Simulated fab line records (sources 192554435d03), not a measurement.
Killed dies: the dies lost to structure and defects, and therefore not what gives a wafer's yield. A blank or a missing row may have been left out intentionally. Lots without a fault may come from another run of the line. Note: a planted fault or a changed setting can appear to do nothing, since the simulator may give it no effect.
What tool caused it? | flow n5Finfet | 12 lots, 36 wafers sampled, at 4 steps of a route of 1938

== WHAT THE GAUGES READ, wafer by wafer ==
N5_PASSIVATION_CD_MEAS_10 targets a cd of 3000 nm.
lot  | measured     | on       | cdNm (nm)
L736 | day 13 03:34 | cdSem-02 | 2997.4 3000.6 3001.8
L737 | day 13 13:14 | cdSem-01 | 3000.6 3000.6 3000.0
L739 | day 13 18:02 | cdSem-01 | 2999.8 2998.7 2997.9
L740 | day 14 10:36 | cdSem-03 | 2998.5 2999.2 2998.4
L742 | day 14 20:40 | cdSem-03 | 2997.5 3000.2 2998.4
L743 | day 15 08:00 | cdSem-01 | 2998.1 2999.5 2997.8
L744 | day 15 14:30 | cdSem-01 | 2999.8 2999.1 3001.4
L748 | day 15 20:36 | cdSem-03 | 2999.5 2998.5 2998.0
L747 | day 16 12:42 | cdSem-02 | 2994.8 2997.3 2996.4
L750 | day 17 01:04 | cdSem-02 | 2999.7 3002.6 3000.4
L752 | day 17 02:56 | cdSem-02 | 2997.5 2998.6 2995.3
L757 | day 18 08:53 | cdSem-01 | 2998.5 3001.0 2998.3

N5_PASSIVATION_CD_MEAS_44 targets a cd of 40000 nm.
lot  | measured     | on       | cdNm (nm)
L736 | day 13 07:40 | cdSem-03 | 39994 39997 39997
L737 | day 13 17:19 | cdSem-03 | 40000 39994 40001
L739 | day 13 21:41 | cdSem-01 | 39996 39996 40000
L740 | day 14 15:10 | cdSem-03 | 39996 40000 39996
L742 | day 15 02:32 | cdSem-02 | 39992 39993 39999
L743 | day 15 12:35 | cdSem-03 | 40003 40003 40001
L744 | day 15 18:13 | cdSem-03 | 40003 40000 40004
L748 | day 16 00:16 | cdSem-01 | 40001 39999 39999
L747 | day 16 18:43 | cdSem-01 | 39999 40002 39998
L750 | day 17 05:20 | cdSem-02 | 40001 39996 40000
L752 | day 17 06:35 | cdSem-03 | 40000 40001 40001
L757 | day 18 12:40 | cdSem-03 | 39996 39999 39999

N5_PASSIVATION_OVL_MEAS_66.
lot  | measured     | on         | PASS_OPEN_OVL (nm)
L736 | day 13 07:41 | overlay-01 | 6 -2 6
L737 | day 13 17:21 | overlay-02 | 11 -1 3
L739 | day 13 21:43 | overlay-01 | 4 5 6
L740 | day 14 15:12 | overlay-01 | 11 8 6
L742 | day 15 02:34 | overlay-01 | -5 4 -2
L743 | day 15 12:37 | overlay-02 | -2 2 2
L744 | day 15 18:15 | overlay-02 | 9 5 10
L748 | day 16 00:18 | overlay-02 | 14 10 16
L747 | day 16 18:45 | overlay-01 | 14 13 12
L750 | day 17 05:22 | overlay-02 | 3 3 10
L752 | day 17 06:37 | overlay-02 | 12 18 10
L757 | day 18 12:42 | overlay-01 | 9 8 8

== EACH LOT AND THE TOOL THAT RAN IT (in order: tool; ch and the chambers of the sampled wafers; start) ==
lot  | N5_BEOL_M6_ALD_77
L736 | aldMetal-02 ch 1,2,3, day 10 00:05
L737 | aldMetal-03 ch 2,3, day 10 03:11
L739 | aldMetal-03 ch 0,1,2, day 10 09:44
L740 | aldMetal-02 ch 0,2, day 11 01:13
L742 | aldMetal-01 ch 0,3, day 11 10:15
L743 | aldMetal-02 ch 1,2,3, day 11 13:49
L744 | aldMetal-02 ch 1,2,3, day 11 23:43
L748 | aldMetal-01 ch 0,2,3, day 12 15:17
L747 | aldMetal-03 ch 0,1,3, day 13 02:14
L750 | aldMetal-03 ch 1,3, day 13 08:55
L752 | aldMetal-03 ch 1,2,3, day 14 00:05
L757 | aldMetal-01 ch 0,1,3, day 15 02:05
- N5_BEOL_M6_ALD_77: deposits TaN, target thk 2 nm, pulse time 2 s, purge time 3 s.

== WHAT THE TOOLS THEMSELVES READ (means of the sampled wafers that have a number; where no wafer has one, the mark that the record gives instead) ==
N5_BEOL_M6_ALD_77.
lot  | tool        | heaterPowerW (W)
L736 | aldMetal-02 | 446
L737 | aldMetal-03 | 429
L739 | aldMetal-03 | 481
L740 | aldMetal-02 | 544
L742 | aldMetal-01 | 401
L743 | aldMetal-02 | 449
L744 | aldMetal-02 | 443
L748 | aldMetal-01 | 408
L747 | aldMetal-03 | 451
L750 | aldMetal-03 | 443
L752 | aldMetal-03 | 474
L757 | aldMetal-01 | 381

== THE ANSWER, worked out from the rows above alone ==
Rule: what is usual is taken from the lots themselves. The widest of any qualifying gaps counts: lots, ordered by their means at a reading, are off when they make up no more than a third of the lots, leave a main group of 4 or more, and stand apart from it by 3 or more times the standard deviation of that group's means. Not used: any main group whose means are identical at the precision the tables above print for the reading. Also off: a lot with no number at a reading for which 4 or more lots have one. Any other lot the step has rows for is counted as sound. The gauges are gone through in route order, then the tools' own readings, and for those a lot's mean is taken as printed above. At the first step where some lot is off, the reading lying furthest off is the one used; lots without a number count as furthest.
Nothing can be told from this: no lot is off at any reading shown.

== WHAT THE SIMULATOR HAD PUT IN ==
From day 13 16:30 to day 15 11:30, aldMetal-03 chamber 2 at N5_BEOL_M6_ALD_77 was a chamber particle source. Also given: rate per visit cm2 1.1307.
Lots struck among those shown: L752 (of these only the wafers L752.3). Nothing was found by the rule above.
